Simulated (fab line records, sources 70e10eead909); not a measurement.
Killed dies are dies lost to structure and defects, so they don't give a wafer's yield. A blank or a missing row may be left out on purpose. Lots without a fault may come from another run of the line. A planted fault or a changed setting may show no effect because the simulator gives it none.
A struck lot beside a sound one | flow nand_harc | 26 steps out of a route of 1302
Sound: wafers L890.1, L890.3, L890.5. Struck: wafer L906.4. (L906.1, L906.3 of the same lot were not struck and are left out.) The cause comes at the end.
At each step with rows: each side's tool, then ch and its chambers, then its first start. Under that, the readings that differ: sound wafers | struck wafers | difference of the means | sigmas: that difference in standard deviations of wafers without a fault.
alike: readings whose means differ by less than 2 such deviations, and words and numbers that are the same on both sides. not compared: withheld readings, readings that some wafer has no value for, bounds like >300 that may hide the same value, and numbers for which the record gives no deviation and whose values overlap.
The two part at a step that has a row with sigmas, a row that says differs or no value, or rows on one side only. Numbers that don't overlap but have no deviation are shown without sigmas and don't part them. A reading that every wafer of one side lacks parts them only if that side has two wafers or more.

first, 7 steps without rows for these wafers: NHARC_A_BLC_COAT_03 (time 65 s); NHARC_A_BLC_COAT_04 (resist thk 90 nm); NHARC_A_BLC_SOFTBAKE_05 (time 55 s); NHARC_A_BLC_EBR_06; NHARC_A_BLC_EXPOSE_07 (exposes mask A BLC, target cd 100 nm); NHARC_A_BLC_PEB_08 (peb time 65 s); NHARC_A_BLC_DEVELOP_09 (develop time 35 s).
NHARC_A_BLC_CD_MEAS_10: target cd 100 nm.
  sound on cd_sem-02 ch 0, day 24 05:40; struck on cd_sem-01 ch 0, day 29 21:18
  alike: cd_nm
NHARC_A_BLC_OVL_MEAS_11:
  sound on overlay-01, day 24 05:46; struck on overlay-01, day 29 21:23
  reading           | sound       | struck | difference | sigmas
  overlay_y_nm (nm) | 1.8 1.7 1.4 | -0.9   | -2.5       | -3
  alike: overlay_x_nm
NHARC_A_BLC_INSPECT_12:
  sound on defect_inspect-02, day 24 05:48; struck on defect_inspect-02, day 29 21:25
  alike: raw_defect_count
then, 2 steps without rows for these wafers: NHARC_A_BLC_DESCUM_15 (chemistry O2, time 3 s); NHARC_A_BLC_ETCH_16 (etches the open film in CF4, target depth 39 nm, time 65 s).
NHARC_A_BLC_ETCH_17: etches the open film in N2/H2, target depth 390 nm, time 609.38 s.
  sound on rie_diel-12 ch 2,3, day 24 06:05; struck on rie_diel-12 ch 3, day 29 21:40
  alike: bias_w, drypump_motor_current_A, oes_product_au, rf_vpp_V, showerhead_plenum_p_Torr, throttle_valve_pct
  not compared: rf_hours_counter_h
NHARC_A_BLC_ETCH_18: etches the open film in C4F8/O2/Ar, target depth 910 nm.
  sound on rie_diel-12 ch 0,2,3; struck on rie_diel-12 ch 2
  reading               | sound             | struck | difference | sigmas
  oes_product_au (a.u.) | 0.924 0.922 0.931 | 0.975  | +0.049     | +2
  alike: bias_w, rf_vpp_V
  not compared: rf_hours_counter_h
NHARC_A_BLC_CD_MEAS_19:
  sound on cd_sem-03, day 24 06:50; struck on cd_sem-01, day 29 22:27
  alike: cd_nm
NHARC_A_BLC_STRIP_29: strips in CF4.
  sound on rie_diel-03 ch 0,3, day 24 06:54; struck on rie_diel-03 ch 2, day 29 22:31
  alike: drypump_motor_current_A, oes_product_au, rf_vpp_V, showerhead_plenum_p_Torr, throttle_valve_pct
  not compared: rf_hours_counter_h
then, 5 steps without rows for these wafers: NHARC_A_BLC_STRIP_21 (strips in O2); NHARC_A_BLC_STRIP_22 (strips in post etch residue remover, time 600 s); NHARC_A_BLC_DEGAS_30 (time 60 s); NHARC_A_BLC_PRE_CLEAN_31 (time 15 s); NHARC_A_BLC_PVD_32 (deposits Ti, target thk 5 nm, time 17.7 s).
NHARC_A_BLC_ALD_23: deposits TiN, target thk 3 nm, pulse time 1 s, ald cycles 150.
  sound on ald_metal-03 ch 2,3, day 24 07:40; struck on ald_metal-01 ch 2, day 29 23:19
  alike: heater_power_w, precursor_pulse_height_rel, susceptor_temp_C
NHARC_A_BLC_CVD_24: deposits W, target thk 150 nm, time 434 s.
  sound on cvd_w-02 ch 0; struck on cvd_w-01 ch 0
  alike: heater_power_w, mfc_wf6_sccm, susceptor_temp_C, throttle_valve_pct
NHARC_A_BLC_CMP_25: polishes, t overpolish 30 s, target thk 150 nm.
  sound on cmp-04 ch 1,3, day 24 08:50; struck on cmp-04 ch 3, day 30 00:27
  alike: motor_current_A, overpolish_run_s, slurry_filter_dp_kPa, time_to_endpoint_s
then, 1 step without rows for these wafers: NHARC_A_BLC_SRD_27.
-- the record jumps here: 2 days lie between the struck wafers' starts before and after (it left off in module A_BLC and takes up again in module END, whose first step shown is number 1302 of the route) --
NHARC_END_SORT_01:
  the record has rows for the struck wafers here (prober-02 ch 0, day 32 05:52) and none for the sound ones

WHERE THEY PART
First at NHARC_A_BLC_OVL_MEAS_11; last, within this record, at NHARC_END_SORT_01.

WHY: what the simulator had put in
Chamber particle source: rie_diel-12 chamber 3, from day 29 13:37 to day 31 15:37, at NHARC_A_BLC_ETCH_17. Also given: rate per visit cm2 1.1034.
